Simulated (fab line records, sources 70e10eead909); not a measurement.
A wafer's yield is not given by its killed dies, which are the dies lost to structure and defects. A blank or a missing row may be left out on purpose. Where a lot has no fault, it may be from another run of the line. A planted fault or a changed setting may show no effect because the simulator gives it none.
Problem report in the 8D (eight disciplines) form, filled by code / flow nandHarc / the parts of the form that need people (team, actions taken, sign-off) are left out

## 1. THE ISSUE
At NHARC_P_GATE_CD_MEAS_26, cdNm averages 129.9 nm over 6 wafers from 2 lots, while fault-free wafers read 119.7 nm, standard deviation 0.79. Relative to the usual mean, that is a shift of +13 standard deviations.
The step: target cd 120 nm.
First seen on wafer L861.2, day 6 23:35, on cdSem-01. The record has a number at this step for 33 wafers belonging to 11 lots. Rule for "out" (also "out of limits"): further than 4 standard deviations from the usual mean. The rest of the wafers with a number are treated as sound.

## 2. WHAT IT IS, WHAT IT ISN'T
question=which readings at this step | is=cdNm | is not=-
question=which lots | is=L861, L862 | is not=L852, L853, L854, L857, L865, L866, L872, L873, L875
question=which wafers of those lots | is=all that have a number | is not=-
question=read on which gauges | is=cdSem-01, cdSem-03 | is not=cdSem-02
question=when | is=from day 6 23:35 | is not=up to then (12 sound wafers); but 15 sound wafers of L865, L866, L872, L873, L875 came after

## 3. WHAT RULES OUT EACH SUSPECT
Counting: a tool at a process step up to the reading stays a suspect if it ran every lot that is out and no sound lot after the first of them.
- the gauge at NHARC_P_GATE_CD_MEAS_26 has been ruled out. 2 gauges (cdSem-01, cdSem-03) read the wafers that are out.
- lithoTrack-01 at NHARC_P_GATE_PEB_24 (peb time 65 s): kept. It ran every lot that is out, first L861 (day 6 23:31), and no sound lot after that. Its own readings are out on those wafers: heaterPowerTotalW, plateTempC.
The count leaves lithoTrack-01 at NHARC_P_GATE_PEB_24.

## 4. THE CAUSE (what the simulator had put in)
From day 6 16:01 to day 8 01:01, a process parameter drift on lithoTrack-01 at NHARC_P_GATE_PEB_24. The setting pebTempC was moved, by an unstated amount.
Only this tool survived the counting.

## 5. THE EFFECT CHAIN, in route order
Each row: a reading where the mean over the struck wafers with a number is more than 3 standard deviations away from the usual. Only readings for which the record gives a usual standard deviation are gone through. hours: the time from each lot's start at the first step in this table that gives one to its start at this step, as a median over the lots. sigmas: the change in usual standard deviations.
hours=0; step=NHARC_P_GATE_PEB_24; reading=heaterPowerTotalW; usual=156.6 W; on struck wafers=150.4; change=-6.2; sigmas=-16
hours=0; step=NHARC_P_GATE_PEB_24; reading=plateTempC; usual=100.01 C; on struck wafers=97.05; change=-2.96; sigmas=-25
hours=0; step=NHARC_P_GATE_CD_MEAS_26; reading=cdNm; usual=119.7 nm; on struck wafers=129.9; change=+10.2; sigmas=+13
The process steps in it:
- NHARC_P_GATE_PEB_24: peb time 65 s.
At these later measuring or inspecting steps, every struck wafer for which the step has a row has a number for every such reading, and none has moved that far: NHARC_END_SORT_01.

## 6. HOW IT WOULD HAVE BEEN CAUGHT EARLIER
Counted from the fault's start at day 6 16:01, it took 8 hours until the first out-of-limits reading at a measuring or inspecting step in this record, taken at day 6 23:35.
Tool's own readings at NHARC_P_GATE_PEB_24, heaterPowerTotalW, plateTempC: out on all struck wafers the step has rows for; an alarm limit on them would have tripped on the first.
Of the lots that are out (2), L862 began NHARC_P_GATE_PEB_24 on lithoTrack-01 after day 6 23:35. A hold on the tool at that time would have spared it.
